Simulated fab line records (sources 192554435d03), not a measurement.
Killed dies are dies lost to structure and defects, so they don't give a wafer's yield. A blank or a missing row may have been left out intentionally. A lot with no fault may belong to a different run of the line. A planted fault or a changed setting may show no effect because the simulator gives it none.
Matching of chambers    flow n5 finfet    4 sister chambers for N5_BEOL_M5_ETCH_72 on rie diel-04
The step etches underlayer in N2/H2, target depth 6.5 nm, time 5.2 s. 8 wafers are shown with their chamber, then 7 later ones without.

WAFERS, EACH WITH ITS CHAMBER
wafer   chamber  throttle valve pct (%)  drypump motor current A (A)
L081.4  0        17.42                   5.6
L087.1  1        18.01                   5.3
L087.6  3        18.27                   5.9
L089.2  2        17.68                   5.2
L089.4  1        18.03                   5.4
L089.5  3        18.26                   5.9
L091.2  0        17.47                   5.6
L091.3  2        17.68                   5.2

WAFERS WITH NO CHAMBER GIVEN
wafer   throttle valve pct (%)  drypump motor current A (A)
L091.6  17.49                   5.6
L094.1  17.72                   5.3
L094.5  17.72                   5.3
L094.6  18.06                   5.4
L096.1  17.73                   5.2
L096.3  18.06                   5.3
L096.4  17.51                   5.6

EACH ONE'S CHAMBER
wafer   from the rows above  in truth
L091.6  0                    0
L094.1  2                    2
L094.5  2                    2
L094.6  1                    1
L096.1  2                    2
L096.3  1                    1
L096.4  0                    0
Placed correctly: 7 of 7. Not placeable from these rows: 0. 0 placed wrongly.
How it was worked out, from the rows above alone: a wafer's distance from a chamber is the root of the sum, over the readings, of the square of ((its reading less the chamber's mean) divided by the reading's scatter). The wafer belongs to the nearest chamber; if the next one is less than 2 further off, it can't be placed. Each chamber's mean is taken over the wafers shown for it. The scatter: take each reading less its chamber's mean, square it, sum over the shown wafers, divide by the number of wafers less the number of chambers, and take the root.
